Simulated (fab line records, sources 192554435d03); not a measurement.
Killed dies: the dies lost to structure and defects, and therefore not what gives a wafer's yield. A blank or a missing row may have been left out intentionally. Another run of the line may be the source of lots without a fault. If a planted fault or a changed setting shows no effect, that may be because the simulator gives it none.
Which of the tools did it? | flow n5_finfet | 24 lots, 72 wafers sampled, at 6 steps of a route of 1938

== WHAT THE GAUGES SHOWED, per wafer ==
N5_BEOL_M6_CD_MEAS_28: the cd target is 40 nm.
lot  | measured     | on        | cd_nm (nm)
L075 | day 9 08:16  | cd_sem-01 | 40.20 39.82 39.94
L074 | day 9 08:19  | cd_sem-02 | 39.96 40.24 40.12
L076 | day 9 10:31  | cd_sem-03 | 40.31 40.19 40.22
L077 | day 9 16:35  | cd_sem-03 | 40.19 39.88 40.00
L078 | day 9 16:38  | cd_sem-02 | 40.03 39.84 39.97
L079 | day 9 19:40  | cd_sem-01 | 40.16 39.47 39.94
L080 | day 10 09:40 | cd_sem-03 | 40.47 39.68 40.07
L081 | day 10 14:14 | cd_sem-02 | 40.37 40.36 40.17
L082 | day 11 03:14 | cd_sem-02 | 39.81 40.14 40.07
L083 | day 11 11:03 | cd_sem-01 | 40.26 39.98 40.33
L084 | day 11 14:22 | cd_sem-01 | 39.79 40.06 40.08
L085 | day 11 18:12 | cd_sem-03 | 40.39 39.96 39.92
L087 | day 12 07:16 | cd_sem-02 | 39.74 40.06 40.29
L088 | day 12 07:19 | cd_sem-02 | 40.01 40.01 40.20
L086 | day 12 09:49 | cd_sem-01 | 40.46 39.89 40.00
L089 | day 12 09:59 | cd_sem-02 | 40.61 39.81 39.88
L090 | day 12 21:01 | cd_sem-03 | 39.61 40.25 40.21
L092 | day 13 09:33 | cd_sem-03 | 40.18 39.85 40.12
L091 | day 13 10:52 | cd_sem-01 | 40.25 40.02 40.10
L093 | day 13 13:46 | cd_sem-01 | 40.01 39.87 39.74
L094 | day 13 22:01 | cd_sem-03 | 40.14 40.05 39.82
L095 | day 13 23:34 | cd_sem-03 | 40.29 40.01 40.15
L096 | day 14 06:11 | cd_sem-01 | 39.85 39.94 39.49
L097 | day 14 10:26 | cd_sem-01 | 40.13 40.02 40.16

N5_BEOL_M6_RS_MEAS_57: the measuring method here is four-point-probe.
lot  | measured     | on            | M6_RS (ohm/sq)
L075 | day 9 11:13  | film_metro-02 | 0.291 0.286 0.300
L074 | day 9 11:29  | film_metro-02 | 0.288 0.294 0.285
L076 | day 9 14:09  | film_metro-01 | 0.287 0.295 0.288
L077 | day 9 20:36  | film_metro-01 | 0.300 0.296 0.296
L078 | day 9 21:03  | film_metro-01 | 0.294 0.283 0.289
L079 | day 9 22:41  | film_metro-02 | 0.296 0.293 0.301
L080 | day 10 14:50 | film_metro-02 | 0.270 0.278 0.287
L081 | day 10 18:55 | film_metro-01 | 0.285 0.282 0.289
L082 | day 11 07:37 | film_metro-02 | 0.294 0.290 0.296
L083 | day 11 14:47 | film_metro-02 | 0.293 0.277 0.289
L084 | day 11 19:20 | film_metro-01 | 0.288 0.286 0.294
L085 | day 11 23:19 | film_metro-02 | 0.288 0.280 0.288
L087 | day 12 10:02 | film_metro-02 | 0.296 0.295 0.296
L088 | day 12 10:38 | film_metro-01 | 0.285 0.286 0.280
L086 | day 12 12:55 | film_metro-02 | 0.297 0.298 0.292
L089 | day 12 13:17 | film_metro-02 | 0.284 0.279 0.284
L090 | day 13 00:30 | film_metro-01 | 0.285 0.284 0.290
L092 | day 13 12:51 | film_metro-02 | 0.291 0.286 0.294
L091 | day 13 15:11 | film_metro-02 | 0.295 0.292 0.298
L093 | day 13 17:33 | film_metro-02 | 0.290 0.284 0.291
L094 | day 14 02:31 | film_metro-02 | 0.297 0.289 0.294
L095 | day 14 03:01 | film_metro-02 | 0.301 0.301 0.302
L096 | day 14 10:47 | film_metro-01 | 0.299 0.291 0.294
L097 | day 14 15:22 | film_metro-01 | 0.287 0.298 0.285

N5_BEOL_M7_INSPECT_13: inspects for defects (brightfield).
lot  | measured     | on                | raw_defect_count
L075 | day 9 12:31  | defect_inspect-01 | 662 539 530
L074 | day 9 14:19  | defect_inspect-02 | 475 360 469
L076 | day 9 17:32  | defect_inspect-01 | 735 479 539
L077 | day 9 22:26  | defect_inspect-01 | 349 476 477
L078 | day 10 00:04 | defect_inspect-02 | 459 355 302
L079 | day 10 03:44 | defect_inspect-02 | 373 321 379
L080 | day 10 16:08 | defect_inspect-01 | 356 572 511
L081 | day 10 22:16 | defect_inspect-01 | 411 460 407
L082 | day 11 12:10 | defect_inspect-02 | 410 359 424
L083 | day 11 16:04 | defect_inspect-02 | 374 361 349
L084 | day 11 22:30 | defect_inspect-02 | 581 544 434
L085 | day 12 04:40 | defect_inspect-01 | 440 573 445
L087 | day 12 11:43 | defect_inspect-02 | 469 329 393
L088 | day 12 12:05 | defect_inspect-01 | 341 503 321
L086 | day 12 15:58 | defect_inspect-02 | 485 597 601
L089 | day 12 15:48 | defect_inspect-02 | 535 318 552
L090 | day 13 02:29 | defect_inspect-01 | 646 410 368
L092 | day 13 16:19 | defect_inspect-01 | 555 595 777
L091 | day 13 19:16 | defect_inspect-01 | 458 451 534
L093 | day 13 19:45 | defect_inspect-01 | 469 366 433
L094 | day 14 05:58 | defect_inspect-02 | 464 313 432
L095 | day 14 04:51 | defect_inspect-02 | 487 466 330
L096 | day 14 14:25 | defect_inspect-01 | 457 349 509
L097 | day 14 16:53 | defect_inspect-01 | 506 463 566

N5_BEOL_M7_INSPECT_30: inspects for defects (brightfield).
lot  | measured     | on                | raw_defect_count
L075 | day 9 13:31  | defect_inspect-01 | 660 527 525
L074 | day 9 16:53  | defect_inspect-02 | 473 343 497
L076 | day 9 19:01  | defect_inspect-01 | 739 478 545
L077 | day 9 23:28  | defect_inspect-01 | 344 447 482
L078 | day 10 02:40 | defect_inspect-02 | 475 361 321
L079 | day 10 04:55 | defect_inspect-01 | 358 325 376
L080 | day 10 17:15 | defect_inspect-02 | 356 538 493
L081 | day 11 01:28 | defect_inspect-02 | 430 441 404
L082 | day 11 14:17 | defect_inspect-02 | 415 365 404
L083 | day 11 18:09 | defect_inspect-02 | 369 367 371
L084 | day 12 03:41 | defect_inspect-01 | 542 569 411
L085 | day 12 07:17 | defect_inspect-01 | 452 622 412
L087 | day 12 14:34 | defect_inspect-01 | 478 327 383
L088 | day 12 15:10 | defect_inspect-02 | 383 468 312
L086 | day 12 18:58 | defect_inspect-02 | 500 632 586
L089 | day 12 18:29 | defect_inspect-02 | 525 303 573
L090 | day 13 04:13 | defect_inspect-01 | 589 388 368
L092 | day 13 18:20 | defect_inspect-01 | 518 611 780
L091 | day 13 20:29 | defect_inspect-02 | 474 483 540
L093 | day 13 22:07 | defect_inspect-01 | 493 381 420
L094 | day 14 07:19 | defect_inspect-01 | 441 308 432
L095 | day 14 05:55 | defect_inspect-01 | 505 460 320
L096 | day 14 15:27 | defect_inspect-01 | 440 344 460
L097 | day 14 19:44 | defect_inspect-02 | 520 477 582

== WHICH TOOL RAN EACH LOT (tool, then ch and the chambers of the sampled wafers, then the start) ==
lot  | N5_BEOL_M6_DEGAS_44          | N5_BEOL_M7_ETCH_62
L075 | pvd_sputter-01, day 9 09:37  | rie_diel-02 ch 1,2,3, day 9 12:46
L074 | pvd_sputter-01, day 9 09:47  | rie_diel-06 ch 0,3, day 9 14:29
L076 | pvd_sputter-01, day 9 11:35  | rie_diel-06 ch 2,3, day 9 17:39
L077 | pvd_sputter-03, day 9 17:47  | rie_diel-02 ch 0,1,3, day 9 22:34
L078 | pvd_sputter-03, day 9 18:10  | rie_diel-02 ch 2,3, day 10 00:11
L079 | pvd_sputter-02, day 9 20:53  | rie_diel-06 ch 1,2,3, day 10 03:52
L080 | pvd_sputter-02, day 10 11:10 | rie_diel-04 ch 1,3, day 10 16:25
L081 | pvd_sputter-01, day 10 15:40 | rie_diel-02 ch 0,1,2, day 10 22:30
L082 | pvd_sputter-03, day 11 04:21 | rie_diel-06 ch 0,1, day 11 12:20
L083 | pvd_sputter-02, day 11 12:08 | rie_diel-06 ch 0,2,3, day 11 16:27
L084 | pvd_sputter-03, day 11 15:51 | rie_diel-02 ch 1,2,3, day 11 22:37
L085 | pvd_sputter-03, day 11 19:21 | rie_diel-06 ch 0,1,2, day 12 04:47
L087 | pvd_sputter-01, day 12 08:26 | rie_diel-06 ch 1,2, day 12 13:33
L088 | pvd_sputter-03, day 12 08:47 | rie_diel-02 ch 1,2, day 12 14:06
L086 | pvd_sputter-01, day 12 11:19 | rie_diel-06 ch 0,2,3, day 12 18:01
L089 | pvd_sputter-01, day 12 11:38 | rie_diel-06 ch 0,2,3, day 12 17:32
L090 | pvd_sputter-03, day 12 22:13 | rie_diel-06 ch 0,3, day 13 03:08
L092 | pvd_sputter-02, day 13 10:40 | rie_diel-04 ch 0,1, day 13 16:27
L091 | pvd_sputter-02, day 13 13:37 | rie_diel-04 ch 0,1,3, day 13 19:23
L093 | pvd_sputter-03, day 13 15:13 | rie_diel-04 ch 0,1,3, day 13 19:53
L094 | pvd_sputter-03, day 13 23:43 | rie_diel-06 ch 0,1,3, day 14 06:11
L095 | pvd_sputter-01, day 14 01:05 | rie_diel-06 ch 1,3, day 14 04:58
L096 | pvd_sputter-03, day 14 07:37 | rie_diel-06 ch 0,3, day 14 14:32
L097 | pvd_sputter-02, day 14 13:29 | rie_diel-04 ch 0,1, day 14 17:15
- N5_BEOL_M6_DEGAS_44: time 60 s.
- N5_BEOL_M7_ETCH_62: etches SOC in N2/H2, target depth 110 nm, overetch 22 nm, time 165 s.

== WHAT THE TOOLS THEMSELVES READ (means of the sampled wafers that have a number; where no wafer has one, the mark that the record gives instead) ==
N5_BEOL_M6_DEGAS_44.
lot  | tool           | heater_power_w (W) | susceptor_temp_C (C)
L075 | pvd_sputter-01 | 332                | 249.88
L074 | pvd_sputter-01 | 296                | 250.00
L076 | pvd_sputter-01 | 338                | 249.96
L077 | pvd_sputter-03 | 369                | 250.17
L078 | pvd_sputter-03 | 365                | 249.99
L079 | pvd_sputter-02 | 343                | 250.05
L080 | pvd_sputter-02 | 368                | 250.13
L081 | pvd_sputter-01 | 294                | 249.84
L082 | pvd_sputter-03 | 336                | 249.98
L083 | pvd_sputter-02 | 335                | 250.02
L084 | pvd_sputter-03 | 354                | 249.96
L085 | pvd_sputter-03 | 343                | 249.95
L087 | pvd_sputter-01 | 313                | 250.03
L088 | pvd_sputter-03 | 357                | 249.97
L086 | pvd_sputter-01 | 293                | 250.12
L089 | pvd_sputter-01 | 336                | 250.05
L090 | pvd_sputter-03 | 357                | 249.98
L092 | pvd_sputter-02 | 346                | 249.94
L091 | pvd_sputter-02 | 343                | 249.96
L093 | pvd_sputter-03 | 343                | 249.95
L094 | pvd_sputter-03 | 408                | 250.10
L095 | pvd_sputter-01 | 313                | 250.09
L096 | pvd_sputter-03 | 358                | 249.84
L097 | pvd_sputter-02 | 390                | 249.92

N5_BEOL_M7_ETCH_62.
lot  | tool        | bias_w (W) | drypump_motor_current_A (A) | oes_product_au (a.u.) | rf_vpp_V (V) | showerhead_plenum_p_Torr (Torr) | throttle_valve_pct (%)
L075 | rie_diel-02 | 150.2      | 5.62                        | 0.61                  | 523.4        | 2.52                            | 17.95
L074 | rie_diel-06 | 149.9      | 5.94                        | 0.61                  | 524.0        | 2.56                            | 18.06
L076 | rie_diel-06 | 149.9      | 6.04                        | 0.66                  | 522.8        | 2.52                            | 17.96
L077 | rie_diel-02 | 149.9      | 5.87                        | 0.60                  | 524.5        | 2.54                            | 18.08
L078 | rie_diel-02 | 150.0      | 5.41                        | 0.63                  | 522.8        | 2.50                            | 17.81
L079 | rie_diel-06 | 150.1      | 5.96                        | 0.63                  | 524.8        | 2.57                            | 17.94
L080 | rie_diel-04 | 149.9      | 5.76                        | 0.66                  | 525.3        | 2.57                            | 18.11
L081 | rie_diel-02 | 149.6      | 5.77                        | 0.62                  | 522.1        | 2.49                            | 17.99
L082 | rie_diel-06 | 150.5      | 5.88                        | 0.82                  | 526.4        | 2.60                            | 17.59
L083 | rie_diel-06 | 150.0      | 5.93                        | 0.69                  | 524.5        | 2.56                            | 17.90
L084 | rie_diel-02 | 149.6      | 5.61                        | 0.68                  | 523.3        | 2.51                            | 17.84
L085 | rie_diel-06 | 149.9      | 5.85                        | 0.74                  | 525.2        | 2.61                            | 17.71
L087 | rie_diel-06 | 150.4      | 5.90                        | 0.72                  | 525.7        | 2.61                            | 17.64
L088 | rie_diel-02 | 149.7      | 5.71                        | 0.60                  | 522.3        | 2.47                            | 18.03
L086 | rie_diel-06 | 150.2      | 5.94                        | 0.68                  | 523.6        | 2.56                            | 17.90
L089 | rie_diel-06 | 150.0      | 5.91                        | 0.68                  | 524.3        | 2.56                            | 17.92
L090 | rie_diel-06 | 150.4      | 6.04                        | 0.70                  | 523.5        | 2.49                            | 17.90
L092 | rie_diel-04 | 149.8      | 6.13                        | 0.70                  | 527.9        | 2.67                            | 18.04
L091 | rie_diel-04 | 150.4      | 5.85                        | 0.66                  | 526.0        | 2.61                            | 18.14
L093 | rie_diel-04 | 150.0      | 5.87                        | 0.66                  | 525.9        | 2.61                            | 18.14
L094 | rie_diel-06 | 150.4      | 5.99                        | 0.72                  | 523.6        | 2.54                            | 17.73
L095 | rie_diel-06 | 150.0      | 6.02                        | 0.72                  | 524.4        | 2.55                            | 17.63
L096 | rie_diel-06 | 150.2      | 5.97                        | 0.72                  | 523.8        | 2.54                            | 17.83
L097 | rie_diel-04 | 150.4      | 6.12                        | 0.70                  | 527.1        | 2.67                            | 18.06

== THE ANSWER, worked out from the rows above alone ==
Rule: the lots themselves supply what counts as usual. The widest of any qualifying gaps counts: lots, ordered by their means at a reading, are off when they make up no more than a third of the lots, leave a main group of 4 or more, and stand apart from it by 3 or more times the standard deviation of that group's means. Not used: any main group whose means are identical at the precision the tables above print for the reading. A lot without any number at a reading at which 4 lots or more have one is off too. All remaining lots with rows at the step are treated as sound. After the gauges, taken in route order, come the tools' own readings; for these a lot's mean is taken, as printed above. The first step at which some lot is off is used, and at that step the reading that is off furthest; a lot without a number counts as furthest.
Across all readings shown, no lot is off: no conclusion can be drawn from this.

== WHAT HAD BEEN PUT IN BY THE SIMULATOR ==
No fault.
